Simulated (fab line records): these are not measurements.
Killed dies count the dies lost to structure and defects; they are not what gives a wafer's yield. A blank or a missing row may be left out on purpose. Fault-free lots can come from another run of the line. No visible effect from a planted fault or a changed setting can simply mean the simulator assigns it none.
Which tool was responsible? | flow n5 finfet | 25 wafers from 9 lots sampled at 5 of the route's 1938 steps

## WHAT THE GAUGES READ, wafer by wafer
N5_BEOL_M4_RC_MEAS_101. Usual: DIBL_N 36.0 mV/V, standard deviation 1.6; DIBL_P 35.8 mV/V, standard deviation 2; IOFF_N 0.152 nA/um, standard deviation 0.03; IOFF_P 0.20 nA/um, standard deviation 0.031; ION_N 670 uA/um, standard deviation 12; ION_P 459 uA/um, standard deviation 7.4; SS_N 71.5 mV/dec, standard deviation 0.56; SS_P 73.2 mV/dec, standard deviation 0.64; VT_N 251 mV, standard deviation 3.5; VT_P -252 mV, standard deviation 3.3.
lot  | measured     | on        | DIBL_N (mV/V)  | DIBL_P (mV/V)  | IOFF_N (nA/um)    | IOFF_P (nA/um) | ION_N (uA/um) | ION_P (uA/um) | SS_N (mV/dec)  | SS_P (mV/dec)  | VT_N (mV)   | VT_P (mV)      | flag
L888 | day 9 11:49  | prober-02 | 36.7 36.7 33.5 | 35.8 35.5 31.3 | 0.154 0.141 0.101 | 0.20 0.19 0.15 | 674 657 650   | 462 454 450   | 72.0 71.0 71.0 | 73.0 73.0 72.1 | 251 254 255 | -253 -254 -256 |
L889 | day 9 13:56  | prober-02 | 37.0 35.3 35.9 | 37.4 34.5 34.9 | 0.162 0.136 0.135 | 0.21 0.17 0.18 | 683 675 659   | 468 464 451   | 70.9 71.0 70.8 | 74.1 72.6 73.1 | 248 249 252 | -250 -253 -255 |
L893 | day 10 23:28 | prober-02 | 36.8 34.7      | 37.0 35.1      | 0.170 0.134       | 0.20 0.18      | 665 667       | 449 457       | 71.2 71.4      | 73.4 73.4      | 247 253     | -253 -252      |
L897 | day 11 12:44 | prober-02 | 35.8 35.1 36.3 | 35.9 35.9 36.2 | 0.134 0.132 0.141 | 0.17 0.18 0.17 | 677 669 662   | 452 467 451   | 71.8 71.2 71.6 | 72.7 72.4 73.2 | 252 252 253 | -258 -256 -258 |
L904 | day 13 03:50 | prober-02 | 36.2 37.3 34.6 | 34.5 34.6 32.2 | 0.148 0.146 0.120 | 0.18 0.17 0.16 | 684 674 660   | 464 447 449   | 71.2 71.6 70.6 | 72.7 72.7 72.4 | 248 254 253 | -255 -255 -256 |
L903 | day 13 14:16 | prober-01 | 34.9 34.7      | 35.4 34.2      | 0.150 0.131       | 0.18 0.16      | 691 664       | 471 449       | 71.1 70.7      | 72.9 72.5      | 247 250     | -252 -255      |
L905 | day 13 06:11 | prober-02 | 35.6 35.3 36.1 | 35.8 35.7 35.7 | 0.151 0.146 0.150 | 0.20 0.20 0.20 | 687 674 673   | 469 461 459   | 71.3 70.9 71.2 | 73.7 73.4 72.6 | 250 248 249 | -250 -251 -249 |
L907 | day 14 16:58 | prober-02 | 35.5 36.1 35.4 | 33.7 34.1 33.8 | 0.136 0.144 0.135 | 0.21 0.21 0.20 | 674 661 664   | 473 459 459   | 70.9 71.4 71.3 | 72.8 73.5 73.4 | 254 251 251 | -250 -246 -247 |
L910 | day 15 11:20 | prober-02 | 34.3 31.8 33.2 | 34.4 30.1 32.1 | 0.129 0.087 0.113 | 0.17 0.11 0.14 | 655 632 658   | 454 435 449   | 70.4 71.7 71.2 | 72.7 71.6 72.2 | 250 259 255 | -253 -261 -258 |

## WHAT TOOL EACH LOT RAN ON (gives the tool, then ch and the chambers of the sampled wafers, and finally the start)
lot  | N5_BEOL_M2_SPUTTER_96        | N5_BEOL_M3_DESCUM_16               | N5_BEOL_M3_ETCH_74                 | N5_BEOL_M3_ETCH_63
L888 | pvd sputter-03, day 7 10:58  | rie diel-01 ch 0,1,3, day 7 12:59  | rie diel-01 ch 0,1,3, day 7 13:01  | rie diel-01 ch 0,1,3, day 7 13:02
L889 | pvd sputter-03, day 7 22:11  | rie diel-03 ch 0,3, day 8 00:20    | rie diel-03 ch 0,3, day 8 00:22    | rie diel-03 ch 0,3, day 8 00:23
L893 | pvd sputter-03, day 9 12:02  | rie diel-01 ch 1,2, day 9 13:55    | rie diel-01 ch 1,2, day 9 13:56    | rie diel-01 ch 1,2, day 9 13:58
L897 | pvd sputter-03, day 10 15:23 | rie diel-03 ch 1,2,3, day 10 19:16 | rie diel-03 ch 1,2,3, day 10 19:17 | rie diel-03 ch 1,2,3, day 10 19:19
L904 | pvd sputter-03, day 11 07:17 | rie diel-01 ch 1,2,3, day 11 13:04 | rie diel-01 ch 1,2,3, day 11 13:05 | rie diel-01 ch 1,2,3, day 11 13:07
L903 | pvd sputter-01, day 11 15:55 | rie diel-03 ch 2,3, day 11 18:44   | rie diel-03 ch 2,3, day 11 18:47   | rie diel-03 ch 2,3, day 11 18:47
L905 | pvd sputter-03, day 11 23:19 | rie diel-03 ch 0,2, day 12 01:24   | rie diel-03 ch 0,2, day 12 01:26   | rie diel-03 ch 0,2, day 12 01:27
L907 | pvd sputter-02, day 12 12:07 | rie diel-01 ch 1,2, day 12 16:39   | rie diel-01 ch 1,2, day 12 16:41   | rie diel-01 ch 1,2, day 12 16:43
L910 | pvd sputter-03, day 13 17:01 | rie diel-04 ch 0,1,3, day 13 20:49 | rie diel-04 ch 0,1,3, day 13 20:51 | rie diel-04 ch 0,1,3, day 13 20:52
- N5_BEOL_M2_SPUTTER_96: material Cu, target thk 4.5 nm, time 8.29 s.
- N5_BEOL_M3_DESCUM_16: chemistry O2, time 7 s.
- N5_BEOL_M3_ETCH_74: etches underlayer in N2/H2, target depth 6.5 nm, time 5.2 s.
- N5_BEOL_M3_ETCH_63: etches SiARC in CF4, target depth 15.6 nm, time 26 s.

## WHAT THE TOOLS THEMSELVES READ (means of the sampled wafers that have a number; where no wafer has one, the mark that the record gives instead)
N5_BEOL_M2_SPUTTER_96. Usual: substrate temp c -19.98 C, standard deviation 0.11; throttle valve pct 30.1 %, standard deviation 0.97.
lot  | tool           | substrate temp c (C) | throttle valve pct (%) | flag
L888 | pvd sputter-03 | -20.00               | 29.3                   |
L889 | pvd sputter-03 | -20.01               | 30.5                   |
L893 | pvd sputter-03 | -19.93               | 29.8                   |
L897 | pvd sputter-03 | -20.01               | 30.4                   |
L904 | pvd sputter-03 | -20.12               | 30.2                   |
L903 | pvd sputter-01 | -20.02               | 29.1                   |
L905 | pvd sputter-03 | -20.04               | 30.4                   |
L907 | pvd sputter-02 | -20.00               | 30.7                   |
L910 | pvd sputter-03 | -20.04               | 30.0                   |

N5_BEOL_M3_DESCUM_16. Usual: drypump motor current A 5.8 A, standard deviation 0.54; oes product au 0.76 a.u., standard deviation 0.071; rf vpp V 243.2 V, standard deviation 1.4; showerhead plenum p Torr 2.10 Torr, standard deviation 0.071; throttle valve pct 20.52 %, standard deviation 0.27.
lot  | tool        | drypump motor current A (A) | oes product au (a.u.) | rf vpp V (V) | showerhead plenum p Torr (Torr) | throttle valve pct (%) | flag
L888 | rie diel-01 | 6.2                         | 0.71                  | 242.8        | 2.07                            | 20.38                  |
L889 | rie diel-03 | 5.4                         | 0.77                  | 243.5        | 2.08                            | 20.69                  |
L893 | rie diel-01 | 6.0                         | 0.73                  | 242.5        | 2.06                            | 20.54                  |
L897 | rie diel-03 | 5.7                         | 0.76                  | 243.1        | 2.13                            | 20.68                  |
L904 | rie diel-01 | 6.0                         | 0.72                  | 243.5        | 2.10                            | 20.47                  |
L903 | rie diel-03 | 5.6                         | 0.78                  | 243.6        | 2.11                            | 20.67                  |
L905 | rie diel-03 | 4.9                         | 0.72                  | 243.8        | 2.12                            | 20.88                  |
L907 | rie diel-01 | 5.9                         | 0.71                  | 243.5        | 2.09                            | 20.56                  |
L910 | rie diel-04 | 6.0                         | 0.72                  | 242.6        | 2.07                            | 20.54                  |

N5_BEOL_M3_ETCH_74. Usual: drypump motor current A 5.8 A, standard deviation 0.54; etch rf on time s 5.19 s, standard deviation 0.17; oes product au 0.65 a.u., standard deviation 0.061; rf vpp V 524.1 V, standard deviation 2.6; showerhead plenum p Torr 2.56 Torr, standard deviation 0.08; throttle valve pct 17.96 %, standard deviation 0.29.
lot  | tool        | drypump motor current A (A) | etch rf on time s (s) | oes product au (a.u.) | rf vpp V (V) | showerhead plenum p Torr (Torr) | throttle valve pct (%) | flag
L888 | rie diel-01 | 6.2                         | 5.14                  | 0.62                  | 523.3        | 2.54                            | 17.90                  |
L889 | rie diel-03 | 5.5                         | 5.10                  | 0.67                  | 523.4        | 2.53                            | 18.05                  |
L893 | rie diel-01 | 6.0                         | 5.28                  | 0.62                  | 522.3        | 2.54                            | 18.10                  |
L897 | rie diel-03 | 5.7                         | 5.19                  | 0.65                  | 524.0        | 2.58                            | 17.96                  |
L904 | rie diel-01 | 6.1                         | 5.13                  | 0.63                  | 523.2        | 2.57                            | 18.02                  |
L903 | rie diel-03 | 5.5                         | 4.41                  | 0.77                  | 525.0        | 2.55                            | 17.98                  | OFF
L905 | rie diel-03 | 4.9                         | 4.14                  | 0.73                  | 524.4        | 2.58                            | 18.29                  | OFF
L907 | rie diel-01 | 5.9                         | 5.30                  | 0.61                  | 526.0        | 2.56                            | 18.11                  |
L910 | rie diel-04 | 6.0                         | 5.21                  | 0.61                  | 523.0        | 2.53                            | 18.12                  |

N5_BEOL_M3_ETCH_63. Usual: drypump motor current A 5.8 A, standard deviation 0.54; etch rf on time s 26.0 s, standard deviation 0.83; oes product au 0.65 a.u., standard deviation 0.061; rf vpp V 184.1 V, standard deviation 1.1; showerhead plenum p Torr 2.15 Torr, standard deviation 0.066; throttle valve pct 15.68 %, standard deviation 0.26.
lot  | tool        | drypump motor current A (A) | etch rf on time s (s) | oes product au (a.u.) | rf vpp V (V) | showerhead plenum p Torr (Torr) | throttle valve pct (%) | flag
L888 | rie diel-01 | 6.2                         | 26.1                  | 0.61                  | 184.0        | 2.13                            | 15.62                  |
L889 | rie diel-03 | 5.5                         | 25.4                  | 0.67                  | 183.9        | 2.12                            | 15.72                  |
L893 | rie diel-01 | 6.0                         | 26.2                  | 0.62                  | 182.8        | 2.13                            | 15.80                  |
L897 | rie diel-03 | 5.7                         | 26.2                  | 0.65                  | 184.4        | 2.17                            | 15.76                  |
L904 | rie diel-01 | 6.1                         | 25.8                  | 0.62                  | 183.9        | 2.16                            | 15.73                  |
L903 | rie diel-03 | 5.6                         | 26.1                  | 0.67                  | 183.2        | 2.15                            | 15.75                  |
L905 | rie diel-03 | 4.9                         | 26.3                  | 0.62                  | 183.9        | 2.16                            | 15.96                  |
L907 | rie diel-01 | 5.9                         | 26.1                  | 0.62                  | 184.6        | 2.15                            | 15.85                  |
L910 | rie diel-04 | 6.0                         | 26.5                  | 0.60                  | 183.4        | 2.12                            | 15.79                  |

## THE ANSWER, worked out from the rows above alone
Rule: lot off if the mean of its wafers having a number is beyond 3 standard deviations from the usual mean. A lot without any number at a reading at which 4 lots or more have one is off too. All remaining lots with rows at the step are treated as sound. The gauges are gone through in route order, then the tools' own readings, and for those a lot's mean is taken as printed above. At the first step where some lot is off, the reading lying furthest off is the one used; lots without a number count as furthest.
Off, at N5_BEOL_M3_ETCH_74 on etch rf on time s: L903, L905.
A tool fits if, at that step or a process step before it, it ran every lot that is off, and no sound lot after the first of them. One fits: rie diel-03 at N5_BEOL_M3_DESCUM_16 and N5_BEOL_M3_ETCH_74. At N5_BEOL_M3_DESCUM_16 its last sound lot is L897 (day 10 19:16), its first lot that is off L903 (day 11 18:44): a fault that began between those two fits.

## WHAT WAS PUT IN BY THE SIMULATOR
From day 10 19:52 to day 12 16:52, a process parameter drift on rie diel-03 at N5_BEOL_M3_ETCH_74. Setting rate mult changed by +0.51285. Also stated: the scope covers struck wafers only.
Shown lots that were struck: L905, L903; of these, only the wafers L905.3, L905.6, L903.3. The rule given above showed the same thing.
